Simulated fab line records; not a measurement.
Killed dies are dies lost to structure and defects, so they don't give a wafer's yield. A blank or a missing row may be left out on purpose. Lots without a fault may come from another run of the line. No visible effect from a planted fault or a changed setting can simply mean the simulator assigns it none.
fab line records ; flow nand_harc
record: lots: 6; wafers: 18; last_day: 33
route steps=1302 shown A_STAIRCASE@722 END@1302
lots that met no fault: taken from a fault-free run of the same line
start_h: hours from the record's first day to the start of the lot's first wafer shown ; wait_h: how many hours have passed since the lot's step before this one ; " same as the row above ; L1.1+2: several wafers, shown together as one row ; - no value, or no start was given ; * or withheld: withheld ; < > ~ a bound
route shown NAME@n: names a module that has steps shown in the file, with the first one's number in the route ; usual: mean and standard deviation over wafers with no fault ; same: alike in all rows ; chamber/n: place in a boat ; sites: readings site by site ; _std_site: how widely they spread, as a standard deviation ; _edge_site: outer sites' mean less inner sites' ; radius_mm: how far each site lies from the wafer's centre ; mask NAME#n: copy n ; behind: the tool/chamber that last shaped the wafer ; hold: cause of the lot's hold/its duration in hours/its outcome ; device: the n, p or np transistor that did not switch ; end of line: tests run on the same wafers once the route is complete ; step lacking rows: just its recipe ; killed: the dies lost at the first sort to structure and to defects; this is not the yield of the wafer ; map: dies across one wafer; x = killed, . = not, _ = none there
set.NAME: the setting that was run; set.NAME@STEP: the one run at that earlier step ; model.NAME: the simulator's own value behind a step, which no gauge read
lots at some steps of the route; a table a step, a row a wafer
services: the hour from which a tool's chamber was out of use, counted from the record's first day as start_h (under 0 if before that day), plus the number of hours and why
== steps ==
step: NHARC_A_STAIRCASE_SRD_208
step: NHARC_A_STAIRCASE_DEHYDRATE_209
recipe: temp_c: 150; time_s: 120
step: NHARC_A_STAIRCASE_HMDS_210
recipe: time_s: 30
step: NHARC_A_STAIRCASE_COAT_211
recipe: spin_rpm: 1200
step: NHARC_A_STAIRCASE_SOFTBAKE_212
recipe: temp_c: 135; time_s: 170
step: NHARC_A_STAIRCASE_EBR_213
step: NHARC_A_STAIRCASE_EXPOSE_214
recipe: na: 0.5; dose_mj: 31.26; mask_id: STAIR_3
step: NHARC_A_STAIRCASE_PEB_215
recipe: peb_temp_c: 115; peb_time_s: 130
step: NHARC_A_STAIRCASE_DEVELOP_216
recipe: time_s: 140
step: NHARC_A_STAIRCASE_HARDBAKE_218
recipe: temp_c: 120; time_s: 140
step: NHARC_A_STAIRCASE_DESCUM_219
recipe: time_s: 3; o2_flow_sccm: 200; ar_flow_sccm: 0; bias_power_w: 0; chemistry: O2
usual: drypump_motor_current_A: 5.9/0.51; oes_product_au: 1.000/0.0073; rf_vpp_V: 57.8/0.88; showerhead_plenum_p_Torr: 1.93/0.091; throttle_valve_pct: 11.312/0.0092
lot.wafer;tool;chamber;start_h;wait_h;drypump_motor_current_A;oes_product_au;rf_hours_counter_h;rf_vpp_V;showerhead_plenum_p_Torr;throttle_valve_pct
L571.2;rie_diel-03;1;362.04;-;5.2;1.001;17;60.2;2.07;11.314
L571.3;rie_diel-03;3;362.04;-;6.2;1.013;21;57.1;1.91;11.333
L571.4;rie_diel-03;0;362.04;-;6.0;1.012;21;58.9;1.92;11.323
L581.2;rie_diel-12;0;473.05;-;6.2;1.000;5;58.0;1.84;11.300
L581.1;rie_diel-12;1;473.05;-;6.2;1.006;8;58.0;2.07;11.294
L581.5;rie_diel-12;2;473.05;-;6.3;1.007;-;58.3;1.88;11.317
L586.3;rie_diel-13;3;529.00;-;6.6;0.993;0;57.3;1.82;11.319
L586.1;rie_diel-13;1;529.00;-;6.5;1.000;0;59.1;2.08;11.312
L586.2;rie_diel-13;2;529.00;-;6.0;1.000;0;56.4;1.91;11.322
L589.1;rie_diel-12;0;535.09;-;6.2;0.994;25;57.1;1.84;11.319
L589.2;rie_diel-12;1;535.09;-;6.2;0.998;29;59.5;2.07;11.330
L589.4;rie_diel-12;2;535.09;-;6.4;1.003;28;56.2;1.88;11.318
L593.4;rie_diel-03;1;580.01;-;5.2;1.010;37;59.1;2.04;11.315
L593.1;rie_diel-03;3;580.01;-;6.1;1.002;43;58.0;1.88;11.314
L593.6;rie_diel-03;1;580.01;-;5.2;1.006;-;56.9;2.04;11.308
L594.4;rie_diel-03;1;583.16;-;5.2;1.001;38;59.3;2.04;11.307
L594.1;rie_diel-03;2;583.16;-;5.0;1.001;30;57.6;1.86;11.309
L594.6;rie_diel-03;0;583.16;-;6.0;1.009;-;56.6;1.90;11.309
step: NHARC_A_STAIRCASE_TRIM_220
recipe: time_s: 211.2; o2_flow_sccm: 500; ar_flow_sccm: 0; bias_w: 0; chemistry: O2
usual: bias_w: 0/0; chamber_pressure_mTorr: 59.99/0.068; drypump_motor_current_A: 5.9/0.49; oes_product_au: 1.000/0.007; rf_vpp_V: 57.9/0.87; showerhead_plenum_p_Torr: 3.55/0.15; throttle_valve_pct: 17.037/0.0099
lot.wafer;tool;chamber;start_h;wait_h;bias_w;chamber_pressure_mTorr;drypump_motor_current_A;oes_product_au;rf_hours_counter_h;rf_vpp_V;showerhead_plenum_p_Torr;throttle_valve_pct
L571.2;rie_diel-03;2;362.13;0.1;0;60.03;5.0;0.992;19;58.1;3.46;17.036
L571.4;rie_diel-03;3;362.13;0.1;0;60.05;6.2;1.011;21;56.4;3.51;17.026
L571.3;rie_diel-03;1;362.13;0.1;0;60.01;5.2;1.005;17;59.2;3.80;17.033
L581.2;rie_diel-12;2;473.12;0.1;0;60.04;6.3;1.004;8;58.3;3.47;17.048
L581.1;rie_diel-12;0;473.12;0.1;0;59.96;6.2;1.001;5;57.3;3.41;17.023
L581.5;rie_diel-12;2;473.12;0.1;0;59.96;6.3;0.990;-;57.7;3.48;17.038
L586.3;rie_diel-13;0;529.08;0.1;-;-;-;-;-;-;-;-
L586.1;rie_diel-13;1;529.08;0.1;-;-;-;-;-;-;-;-
L586.2;rie_diel-13;2;529.08;0.1;-;-;-;-;-;-;-;-
L589.4;rie_diel-12;2;535.25;0.1;-;-;-;-;-;-;-;-
L589.1;rie_diel-12;3;535.25;0.1;-;-;-;-;-;-;-;-
L589.2;rie_diel-12;1;535.25;0.1;-;-;-;-;-;-;-;-
L593.4;rie_diel-03;0;580.14;0.1;0;60.13;6.0;1.007;33;57.8;3.50;17.043
L593.1;rie_diel-03;1;580.14;0.1;0;59.94;5.2;1.010;38;59.2;3.75;17.023
L593.6;rie_diel-03;0;580.14;0.1;0;60.09;6.0;1.002;-;58.1;3.50;17.034
L594.1;rie_diel-03;1;583.22;0.1;0;60.04;5.2;1.005;38;57.4;3.75;17.037
L594.4;rie_diel-03;3;583.22;0.1;0;59.93;6.2;1.001;44;58.8;3.47;17.029
L594.6;rie_diel-03;1;583.22;0.1;0;59.94;5.2;1.007;-;57.0;3.75;17.029
step: NHARC_A_STAIRCASE_ETCH_221
recipe: target_depth_a: 1000; time_s: 40.5; ion_energy_ev: 400; c4f8_flow_sccm: 20; o2_flow_sccm: 10; ar_flow_sccm: withheld; rf_w: 600; bias_w: 1000; chemistry: C4F8/O2
usual: oes_product_au: 0.939/0.012; rf_vpp_V: 897/5.5
lot.wafer;tool;chamber;start_h;wait_h;oes_product_au;rf_hours_counter_h;rf_vpp_V
L571.2;rie_diel-03;1;-;-;0.944;17;906
L571.3;rie_diel-03;2;-;-;0.941;19;893
L571.4;rie_diel-03;0;-;-;0.960;21;897
L581.1;rie_diel-12;2;-;-;0.948;8;894
L581.2;rie_diel-12;3;-;-;0.940;5;904
L581.5;rie_diel-12;2;-;-;0.959;-;893
L586.2;rie_diel-13;1;529.24;0.1;0.962;0;905
L586.3;rie_diel-13;2;529.24;0.1;0.961;0;896
L586.1;rie_diel-13;3;529.24;0.1;0.951;0;889
L589.2;rie_diel-12;0;535.41;0.1;0.933;25;892
L589.1;rie_diel-12;2;535.41;0.1;0.934;28;893
L589.4;rie_diel-12;3;535.41;0.1;0.940;26;903
L593.1;rie_diel-03;2;-;-;0.918;30;892
L593.4;rie_diel-03;0;-;-;0.946;33;895
L593.6;rie_diel-03;3;-;-;0.930;-;891
L594.4;rie_diel-03;0;-;-;0.950;34;896
L594.1;rie_diel-03;2;-;-;0.941;31;894
L594.6;rie_diel-03;3;-;-;0.940;-;894
step: NHARC_END_SORT_01
recipe: temp_c: 25
usual: killed_at_array: 51/17; killed_at_other: 1.6/2.1; killed_at_periphery: 4/3.2; killed_dies: 57/18; killed_open: 2.9/1.7; killed_short: 2.3/1.3
same: gross_dies: 677
lot.wafer;tool;chamber;start_h;wait_h;killed_at_array;killed_at_other;killed_at_periphery;killed_dies;killed_open;killed_short
L571.2;prober-01;0;568.37;2.8;63;0;3;66;3;1
L571.3;prober-01;0;569.19;3.2;51;0;3;54;2;3
L571.4;prober-01;0;570.01;3.5;63;2;4;69;4;3
L581.1;prober-01;0;683.60;2.5;26;0;4;30;0;2
L581.2;prober-01;0;684.41;2.8;19;1;4;24;1;2
L581.5;prober-01;0;686.83;3.7;21;0;2;23;1;1
L586.1;prober-01;0;724.86;2.5;675;0;2;677;4;1
L586.2;prober-01;0;725.67;2.8;675;1;1;677;1;3
L586.3;prober-01;0;726.48;3.1;675;1;1;677;4;2
L589.1;prober-02;0;731.28;2.5;674;1;2;677;5;0
L589.2;prober-02;0;732.07;2.8;677;0;0;677;4;1
L589.4;prober-02;0;733.64;3.4;675;0;2;677;3;2
killed by level:class
L571.2 A_CHANNEL_HOLE_D1:chamber_film_flake=26 A_SLIT:chamber_film_flake=12 A_CHANNEL_HOLE_D2:chamber_film_flake=5 A_CONTACT:chamber_film_flake=5 A_ZERO_WELL:chamber_film_flake=3 A_CHANNEL_FILL_D1:chamber_film_flake=2 A_STAIRCASE:chamber_film_flake=2 A_CONTACT:unspecified=2
L571.3 A_CHANNEL_HOLE_D1:chamber_film_flake=23 A_SLIT:chamber_film_flake=12 A_CONTACT:chamber_film_flake=4 A_CHANNEL_HOLE_D2:chamber_film_flake=3 A_CHANNEL_FILL_D1:chamber_film_flake=2 A_DECK1_JOINT:chamber_film_flake=2 P_M0:geometric_particle:open=1 A_SOURCE_PLATE:geometric_particle:short=1
L571.4 A_CHANNEL_HOLE_D1:chamber_film_flake=25 A_SLIT:chamber_film_flake=18 A_CHANNEL_FILL_D1:chamber_film_flake=5 A_ZERO_WELL:chamber_film_flake=4 A_CHANNEL_HOLE_D2:chamber_film_flake=4 A_CONTACT:chamber_film_flake=2 P_GATE:geometric_particle:open=1 P_CONTACT:geometric_particle:short=1
L581.1 A_CHANNEL_HOLE_D1:chamber_film_flake=8 A_CONTACT:chamber_film_flake=7 A_CHANNEL_HOLE_D2:chamber_film_flake=3 A_SLIT:chamber_film_flake=3 P_ZERO_WELL:chamber_film_flake=2 A_ZERO_WELL:chamber_film_flake=2 A_CHANNEL_FILL_D1:geometric_particle:short=1 A_SGD_CUT:geometric_particle:short=1
L581.2 A_CHANNEL_HOLE_D1:chamber_film_flake=7 A_SLIT:chamber_film_flake=4 P_M2:chamber_film_flake=3 A_CONTACT:chamber_film_flake=3 A_STAIRCASE:chamber_film_flake=2 A_SGD_CUT:geometric_particle:short=1 A_WL_FILL:geometric_particle:short=1 A_M0:geometric_particle:open=1
L581.5 A_CONTACT:chamber_film_flake=10 A_CHANNEL_HOLE_D1:chamber_film_flake=4 A_DECK1_JOINT:chamber_film_flake=2 A_BLC:chamber_film_flake=2 A_SGD_CUT:geometric_particle:short=1 A_BLC:geometric_particle:open=1 P_M1:chamber_film_flake=1 P_M2:chamber_film_flake=1
L586.1 A_STAIRCASE:area_trim=608 A_SLIT:chamber_film_flake=23 A_CHANNEL_HOLE_D2:chamber_film_flake=16 A_CHANNEL_HOLE_D1:chamber_film_flake=8 A_CONTACT:chamber_film_flake=5 A_CHANNEL_FILL_D1:chamber_film_flake=4 A_STAIRCASE:chamber_film_flake=3 P_GATE:geometric_particle:open=1
L586.2 A_STAIRCASE:area_trim=618 A_SLIT:chamber_film_flake=23 A_CHANNEL_HOLE_D2:chamber_film_flake=11 A_CONTACT:chamber_film_flake=7 A_CHANNEL_HOLE_D1:chamber_film_flake=6 A_STAIRCASE:chamber_film_flake=5 A_CHANNEL_FILL_D2:geometric_particle:short=2 A_CHANNEL_HOLE_D1:geometric_particle:open=1
L586.3 A_STAIRCASE:area_trim=611 A_CHANNEL_HOLE_D2:chamber_film_flake=17 A_CHANNEL_HOLE_D1:chamber_film_flake=12 A_SLIT:chamber_film_flake=12 A_STAIRCASE:chamber_film_flake=7 A_CONTACT:chamber_film_flake=6 A_CHANNEL_FILL_D1:chamber_film_flake=3 P_CONTACT:geometric_particle:open=1
L589.1 A_STAIRCASE:area_trim=630 A_SLIT:chamber_film_flake=21 A_CHANNEL_HOLE_D1:chamber_film_flake=10 A_CONTACT:chamber_film_flake=4 A_CHANNEL_FILL_D1:chamber_film_flake=3 P_CONTACT:geometric_particle:open=2 A_WL_FILL:chamber_film_flake=2 A_DECK1_JOINT:geometric_particle:open=1
L589.2 A_STAIRCASE:area_trim=631 A_SLIT:chamber_film_flake=17 A_CHANNEL_HOLE_D1:chamber_film_flake=11 A_CONTACT:chamber_film_flake=6 A_CHANNEL_FILL_D1:chamber_film_flake=2 A_WL_FILL:chamber_film_flake=2 A_ONON_D1:geometric_particle:open=1 A_CHANNEL_FILL_D1:geometric_particle:open=1
L589.4 A_STAIRCASE:area_trim=625 A_SLIT:chamber_film_flake=22 A_CHANNEL_HOLE_D1:chamber_film_flake=11 A_CHANNEL_FILL_D1:chamber_film_flake=4 A_CONTACT:chamber_film_flake=3 A_DECK1_JOINT:chamber_film_flake=2 A_STAIRCASE:chamber_film_flake=2 A_WL_FILL:chamber_film_flake=2
map L586.1 (x killed, . not)
____________x____________
_________xxxxxxx_________
_______xxxxxxxxxxx_______
______xxxxxxxxxxxxx______
_____xxxxxxxxxxxxxxx_____
____xxxxxxxxxxxxxxxxx____
____xxxxxxxxxxxxxxxxx____
___xxxxxxxxxxxxxxxxxxx___
___xxxxxxxxxxxxxxxxxxx___
__xxxxxxxxxxxxxxxxxxxxx__
__xxxxxxxxxxxxxxxxxxxxx__
_xxxxxxxxxxxxxxxxxxxxxxx_
_xxxxxxxxxxxxxxxxxxxxxxx_
_xxxxxxxxxxxxxxxxxxxxxxx_
_xxxxxxxxxxxxxxxxxxxxxxx_
_xxxxxxxxxxxxxxxxxxxxxxx_
xxxxxxxxxxxxxxxxxxxxxxxxx
xxxxxxxxxxxxxxxxxxxxxxxxx
xxxxxxxxxxxxxxxxxxxxxxxxx
xxxxxxxxxxxxxxxxxxxxxxxxx
xxxxxxxxxxxxxxxxxxxxxxxxx
_xxxxxxxxxxxxxxxxxxxxxxx_
_xxxxxxxxxxxxxxxxxxxxxxx_
_xxxxxxxxxxxxxxxxxxxxxxx_
_xxxxxxxxxxxxxxxxxxxxxxx_
_xxxxxxxxxxxxxxxxxxxxxxx_
__xxxxxxxxxxxxxxxxxxxxx__
__xxxxxxxxxxxxxxxxxxxxx__
___xxxxxxxxxxxxxxxxxxx___
___xxxxxxxxxxxxxxxxxxx___
____xxxxxxxxxxxxxxxxx____
____xxxxxxxxxxxxxxxxx____
_____xxxxxxxxxxxxxxx_____
______xxxxxxxxxxxxx______
_______xxxxxxxxxxx_______
_________xxxxxxx_________
____________x____________
map L589.1 (x killed, . not)
____________x____________
_________xxxxxxx_________
_______xxxxxxxxxxx_______
______xxxxxxxxxxxxx______
_____xxxxxxxxxxxxxxx_____
____xxxxxxxxxxxxxxxxx____
____xxxxxxxxxxxxxxxxx____
___xxxxxxxxxxxxxxxxxxx___
___xxxxxxxxxxxxxxxxxxx___
__xxxxxxxxxxxxxxxxxxxxx__
__xxxxxxxxxxxxxxxxxxxxx__
_xxxxxxxxxxxxxxxxxxxxxxx_
_xxxxxxxxxxxxxxxxxxxxxxx_
_xxxxxxxxxxxxxxxxxxxxxxx_
_xxxxxxxxxxxxxxxxxxxxxxx_
_xxxxxxxxxxxxxxxxxxxxxxx_
xxxxxxxxxxxxxxxxxxxxxxxxx
xxxxxxxxxxxxxxxxxxxxxxxxx
xxxxxxxxxxxxxxxxxxxxxxxxx
xxxxxxxxxxxxxxxxxxxxxxxxx
xxxxxxxxxxxxxxxxxxxxxxxxx
_xxxxxxxxxxxxxxxxxxxxxxx_
_xxxxxxxxxxxxxxxxxxxxxxx_
_xxxxxxxxxxxxxxxxxxxxxxx_
_xxxxxxxxxxxxxxxxxxxxxxx_
_xxxxxxxxxxxxxxxxxxxxxxx_
__xxxxxxxxxxxxxxxxxxxxx__
__xxxxxxxxxxxxxxxxxxxxx__
___xxxxxxxxxxxxxxxxxxx___
___xxxxxxxxxxxxxxxxxxx___
____xxxxxxxxxxxxxxxxx____
____xxxxxxxxxxxxxxxxx____
_____xxxxxxxxxxxxxxx_____
______xxxxxxxxxxxxx______
_______xxxxxxxxxxx_______
_________xxxxxxx_________
____________x____________
== services ==
tool;chamber;start_h;hours;kind
rie_diel-03;0;339.38;-;clean
rie_diel-03;1;339.38;-;clean
rie_diel-03;2;339.38;-;clean
rie_diel-03;3;339.38;-;clean
rie_diel-13;-;342.08;9.0;pm
rie_diel-13;1;358.12;7.6;repair
rie_diel-13;3;361.39;11.8;repair
rie_diel-03;0;363.88;-;clean
rie_diel-03;1;363.88;-;clean
rie_diel-03;2;363.88;-;clean
rie_diel-03;3;363.88;-;clean
rie_diel-13;1;377.44;22.5;repair
rie_diel-03;0;388.38;-;clean
rie_diel-03;1;388.38;-;clean
rie_diel-13;0;393.35;49.3;repair
rie_diel-13;1;441.15;3.3;repair
rie_diel-12;-;446.18;9.0;pm
rie_diel-13;1;448.55;5.9;repair
rie_diel-03;-;458.33;9.0;pm
rie_diel-12;-;488.80;1.9;repair
rie_diel-12;2;505.50;4.2;repair
rie_diel-13;-;519.08;9.0;pm
rie_diel-03;1;519.91;10.9;repair
rie_diel-03;3;561.84;2.6;repair
== key ==
first_sign: step: NHARC_A_STAIRCASE_TRIM_220; reading: tool_record; direction: missing
effect: step: NHARC_END_SORT_01; reading: killed_at_array; direction: up; sigmas: 36; usual: 51; struck: 675
more_kills_born_at: NHARC_A_STAIRCASE_TRIM_220@rie_diel-12: 1888; NHARC_A_STAIRCASE_TRIM_220@rie_diel-13: 1839
met_at NHARC_A_STAIRCASE_TRIM_220
struck_wafers L586.1,L586.2,L586.3,L589.1,L589.2,L589.4
later_rows_left_out L586.1,L586.2,L586.3,L589.1,L589.2,L589.4
tester_left_out L586,L589
onset_between 473.12 529.08
fault: kind: skipped_step_whole; tool: rie_diel-12,rie_diel-13; chamber: -; onset_h: 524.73; steps: NHARC_A_STAIRCASE_TRIM_220; scope: struck_lots_only
tester_left_out: of these lots the tester's yield and bins aren't shown, on N5 and GAA mostly nor the transistor test; their killed dies are dies lost to structure and defects alone, not to doping, threshold or leakage, so they don't give the yield
later_rows_left_out: the simulator's readings of these wafers behind a module that went badly wrong aren't trusted and aren't shown, but for the sort
